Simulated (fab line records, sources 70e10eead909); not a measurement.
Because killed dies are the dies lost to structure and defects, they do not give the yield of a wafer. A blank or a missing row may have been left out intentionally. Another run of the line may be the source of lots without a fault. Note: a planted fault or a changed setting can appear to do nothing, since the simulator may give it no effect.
fab line records	flow nand_harc
[record] lots = 12	wafers = 36	last_day = 33
route steps=1302 shown A_M1@1194 A_BONDPAD@1223 END@1302
lots that met no fault: from a run of the same line without faults
start_h: hours from the record's opening day to when the first of the lot's shown wafers began	wait_h: time in hours since the lot's previous step	" identical to the entry in the row above	L1.1+2: a single row standing in for several wafers	- no value, or no start was given	* or withheld: withheld	< > ~ a bound
route shown NAME@n: a module of which the file shows steps, and the number in the route of the first	usual: mean/standard deviation of fault-free wafers	same: alike in all rows	chamber/n: place in a boat	sites: each site's reading	_std_site: the standard deviation of these	_edge_site: mean of outer sites minus mean of inner sites	radius_mm: for every site, how far away it sits from the centre of the wafer	mask NAME#n: copy n	behind: the last tool/chamber to shape the wafer	hold: what put the lot on hold/how long, in hours/how the hold closed	device: which transistor (n, p or np) failed to switch	end of line: at the end of the route, the tests of the same wafers	a step with no rows: only its recipe	killed: dies that structure and defects cost at the first sort, which is not the same as the wafer's yield	map: a wafer's dies, x killed, . not, _ none there
set.NAME: the setting as run; set.NAME@STEP: as run at that earlier step	model.NAME: the simulator's own value behind a step, which no gauge read
a sample of lots followed through the steps of the route, with each step as a table and each wafer as a row
services: when a tool's chamber went out of use (start_h, in hours from the record's first day, below 0 if earlier), for how many hours, and the reason
[[steps]]
[step NHARC_A_M1_ANNEAL_31]
[recipe] temp_c = 225	time_s = 90
[usual] wafer_temp_C_max = 226.18/0.26
lot.wafer	tool	chamber	start_h	wait_h	wafer_temp_C_max
L221.1	rtp_anneal-02	0	539.19	0.3	226.04
L221.2	"	0	"	"	225.98
L221.5	"	0	"	"	226.14
L220.1	rtp_anneal-02	0	541.98	0.3	225.78
L220.4	"	0	"	"	226.02
L220.6	"	0	"	"	226.15
L224.2	rtp_anneal-02	0	576.72	-	226.03
L224.5	"	0	"	"	226.23
L224.6	"	0	"	"	225.84
L226.3	rtp_anneal-01	0	594.87	0.3	225.79
L226.4	"	0	"	"	225.87
L226.6	"	0	"	"	226.17
L228.1	rtp_anneal-01	0	600.94	0.3	225.84
L228.2	"	0	"	"	225.87
L228.6	"	0	"	"	225.88
L229.1	rtp_anneal-02	0	615.89	-	226.04
L229.2	"	0	"	"	226.16
L229.6	"	0	"	"	225.93
L237.3	rtp_anneal-02	0	679.83	-	226.15
L237.5	"	0	"	"	226.71
L237.6	"	0	"	"	225.98
L236.1	rtp_anneal-02	0	681.23	-	226.53
L236.3	"	0	"	"	226.39
L236.4	"	0	"	"	226.47
L239.1	rtp_anneal-02	0	715.01	-	226.31
L239.4	"	0	"	"	226.02
L239.6	"	0	"	"	226.66
L238.1	rtp_anneal-02	0	724.28	-	225.91
L238.2	"	0	"	"	226.25
L238.5	"	0	"	"	225.95
L240.1	rtp_anneal-01	0	731.80	-	226.21
L240.2	"	0	"	"	226.19
L240.5	"	0	"	"	226.10
L241.1	rtp_anneal-01	0	745.10	0.3	226.91
L241.4	"	0	"	"	226.16
L241.5	"	0	"	"	226.12
[step NHARC_A_BONDPAD_ETCH_24]
[recipe] target_depth_a = 300	over_etch_frac = 0.3	time_s = 72.99	ion_energy_ev = 150	cf4_flow_sccm = 50	n2_flow_sccm = 100	ar_flow_sccm = 150	rf_w = 300	bias_w = 100	chemistry = CF4/N2
[usual] bias_w = 100.03/0.3	cf4_flow_sccm = 50.03/0.13	chamber_pressure_mTorr = 29.997/0.026	drypump_motor_current_A = 5.84/0.26	mfc_ar_sccm = 150.0/0.43	oes_product_au = 1.000/0.012	rf_vpp_V = 313.4/2.5	showerhead_plenum_p_Torr = 2.58/0.14	throttle_valve_pct = 19.793/0.009
lot.wafer	tool	chamber	start_h	wait_h	bias_w	cf4_flow_sccm	chamber_pressure_mTorr	drypump_motor_current_A	mfc_ar_sccm	oes_product_au	rf_hours_counter_h	rf_vpp_V	showerhead_plenum_p_Torr	throttle_valve_pct
L221.1	rie_diel-07	3	542.66	0.1	99.58	50.02	29.985	5.83	149.7	1.010	2	317.8	2.81	19.809
L221.2	"	0	"	"	100.09	50.20	29.996	6.32	150.2	0.990	2	315.5	2.73	19.808
L221.5	"	1	"	"	99.72	49.86	30.046	5.97	149.5	0.984	-	312.2	2.53	19.792
L220.1	rie_diel-02	0	545.56	0.1	100.47	50.00	30.000	5.99	150.1	0.990	23	315.6	2.77	19.792
L220.6	"	0	"	"	100.03	49.75	29.979	5.98	150.0	0.992	-	318.0	2.77	19.799
L220.4	"	1	"	"	100.31	50.13	30.015	5.71	149.4	0.991	-	312.5	2.46	19.788
L224.2	rie_diel-07	3	580.09	-	100.30	49.90	29.953	5.84	149.7	1.021	3	318.0	2.81	19.789
L224.5	"	0	"	"	99.82	50.05	30.026	6.27	149.6	0.994	-	315.9	2.73	19.795
L224.6	"	1	"	"	99.39	50.13	29.995	5.93	149.5	0.992	-	312.2	2.53	19.780
L226.4	rie_diel-02	3	598.16	-	-	-	-	-	-	-	-	-	-	-
L226.3	"	0	"	"	-	-	-	-	-	-	-	-	-	-
L226.6	"	1	"	"	-	-	-	-	-	-	-	-	-	-
L228.1	rie_diel-07	3	604.53	0.2	-	-	-	-	-	-	-	-	-	-
L228.2	"	1	"	"	-	-	-	-	-	-	-	-	-	-
L228.6	"	3	"	"	-	-	-	-	-	-	-	-	-	-
L229.2	rie_diel-07	1	619.58	-	-	-	-	-	-	-	-	-	-	-
L229.1	"	2	"	"	-	-	-	-	-	-	-	-	-	-
L229.6	"	1	"	"	-	-	-	-	-	-	-	-	-	-
L237.3	rie_diel-02	0	684.02	-	100.45	50.05	30.015	5.99	150.6	0.998	18	316.6	2.76	19.793
L237.5	"	3	"	"	99.37	50.13	30.009	5.87	150.1	0.980	-	311.2	2.46	19.809
L237.6	"	0	"	"	100.01	50.06	29.953	5.98	150.1	1.000	-	316.7	2.76	19.785
L236.3	rie_diel-07	2	684.74	-	100.23	50.04	29.952	5.72	149.8	1.005	1	313.4	2.53	19.801
L236.1	"	3	"	"	100.65	50.14	29.972	5.83	149.4	1.029	0	318.1	2.80	19.779
L236.4	"	0	"	"	99.77	50.00	29.987	6.30	150.1	1.007	0	316.3	2.73	19.793
L239.4	rie_diel-07	2	718.71	-	100.41	50.00	29.990	5.72	149.3	0.993	1	311.7	2.53	19.812
L239.1	"	1	"	"	100.14	50.04	29.980	5.93	150.1	1.004	1	313.1	2.53	19.789
L239.6	"	2	"	"	100.32	50.01	29.990	5.71	149.7	0.992	-	311.1	2.53	19.791
L238.2	rie_diel-07	0	727.93	-	100.50	49.89	30.002	6.32	150.3	1.002	1	316.2	2.73	19.791
L238.1	"	2	"	"	100.11	49.89	29.984	5.70	150.2	0.991	2	313.1	2.53	19.801
L238.5	"	1	"	"	100.23	49.96	29.951	5.95	149.5	0.996	-	312.8	2.53	19.798
L240.2	rie_diel-02	2	735.20	-	100.21	50.06	30.037	5.81	150.8	1.003	29	309.0	2.43	19.792
L240.1	"	3	"	"	100.33	50.33	30.011	5.87	149.3	0.973	25	311.6	2.46	19.788
L240.5	"	1	"	"	100.08	50.18	30.061	5.68	149.8	1.000	-	310.4	2.45	19.809
L241.1	rie_diel-07	1	748.84	0.1	99.78	50.27	29.955	5.94	150.0	0.996	2	312.1	2.53	19.796
L241.4	"	3	"	"	99.47	50.13	30.002	5.84	150.1	1.032	-	318.1	2.80	19.799
L241.5	"	1	"	"	99.75	50.38	30.002	5.94	149.2	1.002	-	312.4	2.53	19.791
[step NHARC_A_BONDPAD_PVD_27]
[recipe] target_thk_a = 300	chamber_pressure_pa = 5	power_w = 5000	substrate_temp_c = 30	time_s = 20.49	material = Cu
[usual] throttle_valve_pct = 29.5/1
lot.wafer	tool	chamber	start_h	wait_h	throttle_valve_pct
L221.2	pvd_sputter-02	-	-	-	28.5
L221.1	"	-	"	"	31.0
L221.5	"	-	"	"	30.7
L220.4	pvd_sputter-02	-	-	-	30.8
L220.1	"	-	"	"	30.8
L220.6	"	-	"	"	30.2
L224.2	pvd_sputter-03	-	-	-	29.2
L224.6	"	-	"	"	30.0
L224.5	"	-	"	"	29.0
L226.4	pvd_sputter-01	-	-	-	29.0
L226.3	"	-	"	"	29.1
L226.6	"	-	"	"	27.9
L228.1	pvd_sputter-01	-	-	-	29.1
L228.2	"	-	"	"	28.0
L228.6	"	-	"	"	29.2
L229.1	pvd_sputter-01	-	-	-	29.3
L229.2	"	-	"	"	28.3
L229.6	"	-	"	"	29.1
L237.3	pvd_sputter-03	-	-	-	29.5
L237.5	"	-	"	"	28.8
L237.6	"	-	"	"	29.6
L236.4	pvd_sputter-01	-	-	-	29.0
L236.1	"	-	"	"	29.3
L236.3	"	-	"	"	28.9
L239.1	pvd_sputter-02	-	-	-	29.2
L239.4	"	-	"	"	32.1
L239.6	"	-	"	"	29.2
L238.1	pvd_sputter-01	-	-	-	28.2
L238.2	"	-	"	"	29.1
L238.5	"	-	"	"	29.3
L240.2	pvd_sputter-01	-	-	-	29.3
L240.1	"	-	"	"	29.5
L240.5	"	-	"	"	28.8
L241.1	pvd_sputter-01	-	-	-	27.8
L241.4	"	-	"	"	29.3
L241.5	"	-	"	"	28.0
[step NHARC_END_SORT_01]
[recipe] temp_c = 25
[usual] defect_limited_yield = 92.3/2.7	killed_at_array = 47/18	killed_at_other = 0.9/1.1	killed_at_periphery = 4/3.1	killed_dies = 52/18	killed_open = 3.1/1.5	killed_short = 2.4/1.5	sort_bin_2_pct = 2.7/1.2	sort_bin_3_pct = 0.6/0.38	sort_bin_4_pct = 4.5/1.5	sort_n_pass = 625/18	sort_rim_yield_pct = 89/4.5	sort_yield_pct = 92.3/2.7
[same] gross_dies = 677	sort_bin_5_pct[%] = 0	sort_bin_6_pct[%] = 0	sort_bin_7_pct[%] = 0	sort_bin_8_pct[%] = 0	sort_rim_n_gross = 106.00
lot.wafer	tool	chamber	start_h	wait_h	defect_limited_yield[%]	killed_at_array	killed_at_other	killed_at_periphery	killed_dies	killed_open	killed_short	sort_bin_2_pct[%]	sort_bin_3_pct[%]	sort_bin_4_pct[%]	sort_n_pass	sort_rim_yield_pct[%]	sort_yield_pct[%]
L224.2	prober-02	0	612.73	2.8	95.9	26	0	2	28	2	3	1.0	0.4	2.7	649	95	95.9
L224.5	prober-02	0	615.11	3.7	94.5	35	0	2	37	6	3	1.5	0.4	3.5	640	92	94.5
L224.6	prober-02	0	615.90	4.0	96.0	24	0	3	27	1	1	1.2	0	2.8	650	94	96.0
L226.3	prober-02	0	633.30	3.1	0	672	4	1	677	4	1	92.9	0.3	6.8	0	0	0
L226.4	prober-02	0	634.10	3.4	0	674	0	3	677	4	5	93.1	1.0	5.9	0	0	0
L226.6	prober-02	0	635.71	4.0	0	668	2	7	677	3	2	91.7	0.7	7.5	0	0	0
L228.1	prober-01	0	639.61	2.5	0	668	1	8	677	4	5	92.3	0.3	7.4	0	0	0
L228.2	prober-01	0	640.40	2.8	0	670	0	7	677	1	3	91.7	1.0	7.2	0	0	0
L228.6	prober-01	0	643.55	3.9	0	672	1	4	677	5	7	91.0	0.7	8.3	0	0	0
L229.1	prober-02	0	653.18	2.5	0	674	1	2	677	2	2	95.3	0.4	4.3	0	0	0
L229.2	prober-02	0	653.98	2.8	0	670	3	4	677	4	1	96.3	0.4	3.2	0	0	0
L229.6	prober-02	0	657.16	4.0	0	673	1	3	677	2	1	97.0	0.4	2.5	0	0	0
L238.1	prober-01	0	763.86	2.5	90.3	65	0	1	66	3	1	4.1	0.9	4.7	611	83	90.3
L238.2	prober-01	0	764.67	2.8	90.3	64	1	1	66	2	3	3.2	1.2	5.3	611	80	90.3
L238.5	prober-01	0	767.08	3.7	91.0	56	2	3	61	2	4	4.1	0.6	4.3	616	81	91.0
L241.1	prober-01	0	780.28	2.5	93.8	36	1	5	42	2	1	1.8	0.4	4.0	635	96	93.8
L241.4	prober-01	0	782.66	3.4	95.6	26	0	4	30	2	1	0.9	0.4	3.1	647	95	95.6
L241.5	prober-01	0	783.46	3.7	96.0	24	0	3	27	4	4	1.6	0.1	2.2	650	93	96.0
// killed by level:class
L224.2 A_CHANNEL_HOLE_D2:chamber_film_flake=11 A_CONTACT:chamber_film_flake=7 A_CHANNEL_FILL_D1:geometric_particle:open=1 A_CHANNEL_FILL_D1:geometric_particle:short=1 A_CHANNEL_HOLE_D2:geometric_particle:short=1 A_SGD_CUT:geometric_particle:open=1 A_M0:geometric_particle:short=1 P_STI:chamber_film_flake=1
L224.5 A_CHANNEL_HOLE_D2:chamber_film_flake=15 A_CONTACT:chamber_film_flake=6 A_CHANNEL_HOLE_D1:chamber_film_flake=4 A_DECK1_JOINT:geometric_particle:short=2 A_BLC:geometric_particle:open=2 A_M0:geometric_particle:open=2 P_M0:geometric_particle:open=1 A_ONON_D2:geometric_particle:open=1
L224.6 A_CHANNEL_HOLE_D2:chamber_film_flake=10 A_CHANNEL_HOLE_D1:chamber_film_flake=4 P_STI:chamber_film_flake=3 A_WL_FILL:chamber_film_flake=3 A_CONTACT:chamber_film_flake=2 A_ONON_D2:geometric_particle:open=1 A_BLC:geometric_particle:short=1 A_CHANNEL_FILL_D1:chamber_film_flake=1
L226.3 A_BONDPAD:area_etch=599 A_CHANNEL_HOLE_D1:chamber_film_flake=29 A_SLIT:chamber_film_flake=24 A_CHANNEL_HOLE_D2:chamber_film_flake=5 THIN_TSV:chamber_film_flake=4 A_WL_FILL:chamber_film_flake=3 A_M1:chamber_film_flake=3 A_CHANNEL_FILL_D2:geometric_particle:open=2
L226.4 A_BONDPAD:area_etch=609 A_SLIT:chamber_film_flake=19 A_CHANNEL_HOLE_D1:chamber_film_flake=14 A_CONTACT:chamber_film_flake=10 A_CHANNEL_HOLE_D2:chamber_film_flake=6 A_M1:chamber_film_flake=4 A_CHANNEL_FILL_D1:geometric_particle:short=2 P_GATE:chamber_film_flake=2
L226.6 A_BONDPAD:area_etch=595 A_CHANNEL_HOLE_D1:chamber_film_flake=32 A_SLIT:chamber_film_flake=21 A_CHANNEL_HOLE_D2:chamber_film_flake=6 A_CONTACT:chamber_film_flake=6 A_CHANNEL_FILL_D2:chamber_film_flake=3 P_GATE:chamber_film_flake=2 A_M1:chamber_film_flake=2
L228.1 A_BONDPAD:area_etch=609 A_SLIT:chamber_film_flake=19 A_CHANNEL_HOLE_D2:chamber_film_flake=16 P_CONTACT:chamber_film_flake=5 A_CHANNEL_HOLE_D1:chamber_film_flake=4 A_CONTACT:chamber_film_flake=4 A_CHANNEL_FILL_D2:chamber_film_flake=3 P_GATE:chamber_film_flake=2
L228.2 A_BONDPAD:area_etch=588 A_CHANNEL_HOLE_D2:chamber_film_flake=30 A_SLIT:chamber_film_flake=24 A_CONTACT:chamber_film_flake=8 A_CHANNEL_HOLE_D1:chamber_film_flake=5 A_CHANNEL_FILL_D2:chamber_film_flake=5 P_CONTACT:chamber_film_flake=4 A_WL_FILL:chamber_film_flake=3
L228.6 A_BONDPAD:area_etch=584 A_CHANNEL_HOLE_D2:chamber_film_flake=35 A_SLIT:chamber_film_flake=23 A_CONTACT:chamber_film_flake=5 A_WL_FILL:chamber_film_flake=4 P_STI:chamber_film_flake=3 A_CHANNEL_HOLE_D1:chamber_film_flake=3 A_DECK1_JOINT:chamber_film_flake=3
L229.1 A_BONDPAD:area_etch=642 A_CHANNEL_HOLE_D2:chamber_film_flake=15 A_CHANNEL_HOLE_D1:chamber_film_flake=3 A_CONTACT:chamber_film_flake=3 A_BLC:chamber_film_flake=3 P_ZERO_WELL:chamber_film_flake=2 A_STAIRCASE:chamber_film_flake=2 A_CHANNEL_FILL_D1:geometric_particle:short=1
L229.2 A_BONDPAD:area_etch=642 A_CHANNEL_HOLE_D2:chamber_film_flake=13 A_BLC:chamber_film_flake=6 THIN_TSV:chamber_film_flake=3 P_CONTACT:chamber_film_flake=2 A_CHANNEL_HOLE_D1:chamber_film_flake=2 P_CONTACT:geometric_particle:open=1 A_ONON_D2:geometric_particle:short=1
L229.6 A_BONDPAD:area_etch=643 A_CHANNEL_HOLE_D2:chamber_film_flake=14 A_CONTACT:chamber_film_flake=6 A_CHANNEL_HOLE_D1:chamber_film_flake=4 A_SLIT:chamber_film_flake=2 A_BLC:chamber_film_flake=2 P_M1:geometric_particle:open=1 A_CHANNEL_FILL_D2:geometric_particle:short=1
L238.1 A_SLIT:chamber_film_flake=23 A_CHANNEL_HOLE_D2:chamber_film_flake=20 A_CONTACT:chamber_film_flake=11 A_CHANNEL_HOLE_D1:chamber_film_flake=3 P_M0:geometric_particle:open=1 A_DECK1_JOINT:geometric_particle:open=1 A_CHANNEL_FILL_D2:geometric_particle:open=1 A_BLC:geometric_particle:short=1
L238.2 A_SLIT:chamber_film_flake=21 A_CHANNEL_HOLE_D2:chamber_film_flake=17 A_CHANNEL_HOLE_D1:chamber_film_flake=8 A_CONTACT:chamber_film_flake=8 A_M0:geometric_particle:short=2 A_CHANNEL_FILL_D1:chamber_film_flake=2 A_STAIRCASE:chamber_film_flake=2 P_M0:geometric_particle:open=1
L238.5 A_CHANNEL_HOLE_D2:chamber_film_flake=17 A_SLIT:chamber_film_flake=12 A_CHANNEL_HOLE_D1:chamber_film_flake=11 A_CONTACT:chamber_film_flake=4 A_WL_FILL:geometric_particle:short=2 A_STAIRCASE:chamber_film_flake=2 A_SGD_CUT:chamber_film_flake=2 THIN_TSV:chamber_film_flake=2
L241.1 A_CONTACT:chamber_film_flake=13 A_SLIT:chamber_film_flake=10 A_CHANNEL_FILL_D1:chamber_film_flake=7 A_CHANNEL_HOLE_D2:chamber_film_flake=2 P_CONTACT:geometric_particle:open=1 P_M0:geometric_particle:short=1 A_M0:geometric_particle:open=1 P_STI:chamber_film_flake=1
L241.4 A_SLIT:chamber_film_flake=8 A_CONTACT:chamber_film_flake=6 A_CHANNEL_HOLE_D1:chamber_film_flake=3 A_CHANNEL_FILL_D1:chamber_film_flake=2 P_GATE:geometric_particle:open=1 A_DECK1_JOINT:geometric_particle:short=1 A_CHANNEL_FILL_D2:geometric_particle:open=1 P_STI:chamber_film_flake=1
L241.5 A_CONTACT:chamber_film_flake=6 A_SLIT:chamber_film_flake=4 A_DECK1_JOINT:geometric_particle:open=2 A_CHANNEL_HOLE_D1:chamber_film_flake=2 P_STI:geometric_particle:open=1 P_CONTACT:geometric_particle:open=1 A_CHANNEL_HOLE_D1:geometric_particle:short=1 A_CHANNEL_FILL_D1:geometric_particle:short=1
[[services]]
tool	chamber	start_h	hours	kind
pvd_sputter-03	-	526.08	10.0	pm
rie_diel-07	0	529.20	-	clean
rie_diel-07	1	529.20	-	clean
rie_diel-07	2	529.20	-	clean
rie_diel-07	3	529.20	-	clean
rie_diel-02	3	533.19	15.8	repair
rie_diel-07	2	536.61	9.3	repair
rie_diel-07	0	553.80	-	clean
rie_diel-07	1	553.80	-	clean
rie_diel-02	-	571.27	9.0	pm
pvd_sputter-01	-	582.00	10.0	pm
rie_diel-07	0	600.08	6.3	repair
pvd_sputter-02	-	603.37	4.7	repair
rie_diel-02	3	610.42	14.1	repair
pvd_sputter-02	-	638.00	10.0	pm
rie_diel-07	-	648.20	9.0	pm
pvd_sputter-02	-	648.99	3.2	repair
rie_diel-07	3	657.39	7.4	repair
rie_diel-07	1	666.89	9.8	repair
pvd_sputter-03	-	704.08	10.0	pm
rie_diel-07	1	711.37	2.9	repair
rtp_anneal-02	-	744.22	12.0	pm
rie_diel-07	0	745.38	11.7	repair
rie_diel-02	-	748.27	9.0	pm
[[key]]
[first_sign] step = NHARC_A_BONDPAD_ETCH_24	reading = tool_record	direction = missing
[effect] step = NHARC_END_SORT_01	reading = sort_bin_2_pct	direction = up	sigmas = 77	usual = 2.7	struck = 93.5
[more_kills_born_at] NHARC_A_BONDPAD_ETCH_24@rie_diel-07 = 3708	NHARC_A_BONDPAD_ETCH_24@rie_diel-02 = 1803
met_at NHARC_A_BONDPAD_ETCH_24
struck_lots L226,L228,L229
later_rows_left_out L226.3,L226.4,L226.6,L228.1,L228.2,L228.6,L229.1,L229.2,L229.6
not_acting_at NHARC_A_M1_ANNEAL_31,NHARC_A_BONDPAD_PVD_27
onset_between 580.09 598.16
[fault] kind = skipped_step_whole	tool = rie_diel-02,rie_diel-07	chamber = -	onset_h = 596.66	steps = NHARC_A_BONDPAD_ETCH_24	scope = struck_lots_only
// later_rows_left_out: the simulator's readings of these wafers behind a module that went badly wrong aren't trusted and aren't shown, but for the sort
